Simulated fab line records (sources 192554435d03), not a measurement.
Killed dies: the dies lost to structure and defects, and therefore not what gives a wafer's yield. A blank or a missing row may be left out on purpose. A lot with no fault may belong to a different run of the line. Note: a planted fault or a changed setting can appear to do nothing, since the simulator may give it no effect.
Chamber matching || flow n5Finfet || N5_BEOL_M13_ETCH_38 on rieDiel-04 has 4 sister chambers
The step etches SiCN in CF4/N2, target depth 67.5 nm, time 71.9 s. 20 wafers are shown with their chamber, then 10 later ones without.

WAFERS PAIRED WITH THEIR CHAMBERS
{"wafer": "L077.1", "chamber": 0, "throttleValvePct (%)": 15.81, "showerheadPlenumPTorr (Torr)": 2.17, "drypumpMotorCurrentA (A)": 6.4}
{"wafer": "L077.2", "chamber": 2, "throttleValvePct (%)": 15.57, "showerheadPlenumPTorr (Torr)": 2.20, "drypumpMotorCurrentA (A)": 5.6}
{"wafer": "L077.6", "chamber": 1, "throttleValvePct (%)": 15.46, "showerheadPlenumPTorr (Torr)": 2.26, "drypumpMotorCurrentA (A)": 5.9}
{"wafer": "L078.3", "chamber": 2, "throttleValvePct (%)": 15.57, "showerheadPlenumPTorr (Torr)": 2.20, "drypumpMotorCurrentA (A)": 5.7}
{"wafer": "L078.4", "chamber": 3, "throttleValvePct (%)": 15.48, "showerheadPlenumPTorr (Torr)": 2.28, "drypumpMotorCurrentA (A)": 5.6}
{"wafer": "L078.5", "chamber": 1, "throttleValvePct (%)": 15.45, "showerheadPlenumPTorr (Torr)": 2.26, "drypumpMotorCurrentA (A)": 5.9}
{"wafer": "L079.1", "chamber": 3, "throttleValvePct (%)": 15.46, "showerheadPlenumPTorr (Torr)": 2.28, "drypumpMotorCurrentA (A)": 5.6}
{"wafer": "L079.2", "chamber": 0, "throttleValvePct (%)": 15.81, "showerheadPlenumPTorr (Torr)": 2.17, "drypumpMotorCurrentA (A)": 6.5}
{"wafer": "L079.6", "chamber": 0, "throttleValvePct (%)": 15.82, "showerheadPlenumPTorr (Torr)": 2.17, "drypumpMotorCurrentA (A)": 6.5}
{"wafer": "L081.4", "chamber": 1, "throttleValvePct (%)": 15.46, "showerheadPlenumPTorr (Torr)": 2.25, "drypumpMotorCurrentA (A)": 5.9}
{"wafer": "L081.5", "chamber": 3, "throttleValvePct (%)": 15.46, "showerheadPlenumPTorr (Torr)": 2.28, "drypumpMotorCurrentA (A)": 5.6}
{"wafer": "L081.6", "chamber": 0, "throttleValvePct (%)": 15.81, "showerheadPlenumPTorr (Torr)": 2.17, "drypumpMotorCurrentA (A)": 6.4}
{"wafer": "L083.2", "chamber": 0, "throttleValvePct (%)": 15.83, "showerheadPlenumPTorr (Torr)": 2.17, "drypumpMotorCurrentA (A)": 6.4}
{"wafer": "L083.3", "chamber": 2, "throttleValvePct (%)": 15.58, "showerheadPlenumPTorr (Torr)": 2.19, "drypumpMotorCurrentA (A)": 5.7}
{"wafer": "L083.4", "chamber": 3, "throttleValvePct (%)": 15.46, "showerheadPlenumPTorr (Torr)": 2.28, "drypumpMotorCurrentA (A)": 5.6}
{"wafer": "L084.1", "chamber": 2, "throttleValvePct (%)": 15.58, "showerheadPlenumPTorr (Torr)": 2.19, "drypumpMotorCurrentA (A)": 5.7}
{"wafer": "L084.3", "chamber": 3, "throttleValvePct (%)": 15.49, "showerheadPlenumPTorr (Torr)": 2.27, "drypumpMotorCurrentA (A)": 5.6}
{"wafer": "L084.5", "chamber": 2, "throttleValvePct (%)": 15.56, "showerheadPlenumPTorr (Torr)": 2.19, "drypumpMotorCurrentA (A)": 5.7}
{"wafer": "L090.1", "chamber": 2, "throttleValvePct (%)": 15.60, "showerheadPlenumPTorr (Torr)": 2.19, "drypumpMotorCurrentA (A)": 5.7}
{"wafer": "L090.3", "chamber": 3, "throttleValvePct (%)": 15.47, "showerheadPlenumPTorr (Torr)": 2.27, "drypumpMotorCurrentA (A)": 5.7}

SIGNATURES (averages over the wafers above)
{"reading": "throttleValvePct", "chamber 0": 15.8160, "chamber 1": 15.4567, "chamber 2": 15.5767, "chamber 3": 15.4700, "scatter within a chamber": 0.0115}
{"reading": "showerheadPlenumPTorr", "chamber 0": 2.1700, "chamber 1": 2.2567, "chamber 2": 2.1933, "chamber 3": 2.2767, "scatter within a chamber": 0.00456}
{"reading": "drypumpMotorCurrentA", "chamber 0": 6.440, "chamber 1": 5.900, "chamber 2": 5.683, "chamber 3": 5.617, "scatter within a chamber": 0.0423}
Rule: a wafer's distance from a chamber is the root of the sum, over the readings, of the square of ((its reading less the chamber's mean) divided by the reading's scatter). If the next closest chamber is less than 2 further off than the closest, the wafer can't be placed; otherwise it belongs to the closest. The scatter: the root of (the sum of the squares of (reading less its chamber's mean) over the shown wafers, divided by (wafers less chambers)).

WAFERS MISSING THEIR CHAMBER
{"wafer": "L090.4", "throttleValvePct (%)": 15.01, "showerheadPlenumPTorr (Torr)": 2.25, "drypumpMotorCurrentA (A)": 5.9}
{"wafer": "L095.1", "throttleValvePct (%)": 15.52, "showerheadPlenumPTorr (Torr)": 2.27, "drypumpMotorCurrentA (A)": 5.6}
{"wafer": "L095.4", "throttleValvePct (%)": 15.35, "showerheadPlenumPTorr (Torr)": 2.16, "drypumpMotorCurrentA (A)": 6.4}
{"wafer": "L095.5", "throttleValvePct (%)": 15.38, "showerheadPlenumPTorr (Torr)": 2.16, "drypumpMotorCurrentA (A)": 6.4}
{"wafer": "L096.3", "throttleValvePct (%)": 15.00, "showerheadPlenumPTorr (Torr)": 2.25, "drypumpMotorCurrentA (A)": 5.9}
{"wafer": "L096.5", "throttleValvePct (%)": 15.02, "showerheadPlenumPTorr (Torr)": 2.24, "drypumpMotorCurrentA (A)": 5.9}
{"wafer": "L096.6", "throttleValvePct (%)": 15.38, "showerheadPlenumPTorr (Torr)": 2.16, "drypumpMotorCurrentA (A)": 6.4}
{"wafer": "L097.1", "throttleValvePct (%)": 15.02, "showerheadPlenumPTorr (Torr)": 2.24, "drypumpMotorCurrentA (A)": 5.9}
{"wafer": "L097.4", "throttleValvePct (%)": 15.38, "showerheadPlenumPTorr (Torr)": 2.16, "drypumpMotorCurrentA (A)": 6.5}
{"wafer": "L097.5", "throttleValvePct (%)": 15.39, "showerheadPlenumPTorr (Torr)": 2.16, "drypumpMotorCurrentA (A)": 6.4}

WHICH CHAMBER EACH WENT THROUGH
{"wafer": "L090.4", "from the rows above": 1, "in truth": 1}
{"wafer": "L095.1", "from the rows above": 3, "in truth": 3}
{"wafer": "L095.4", "from the rows above": "can't be placed: 1 or 2", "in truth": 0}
{"wafer": "L095.5", "from the rows above": "can't be placed: 2 or 1", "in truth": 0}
{"wafer": "L096.3", "from the rows above": 1, "in truth": 1}
{"wafer": "L096.5", "from the rows above": 1, "in truth": 1}
{"wafer": "L096.6", "from the rows above": "can't be placed: 2 or 1", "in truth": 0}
{"wafer": "L097.1", "from the rows above": 1, "in truth": 1}
{"wafer": "L097.4", "from the rows above": "can't be placed: 1 or 2", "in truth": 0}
{"wafer": "L097.5", "from the rows above": "can't be placed: 2 or 1", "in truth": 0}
5 of 10 placed correctly. Not placeable from these rows: 5 (in 0, the candidates include the true chamber). 0 placed wrongly.
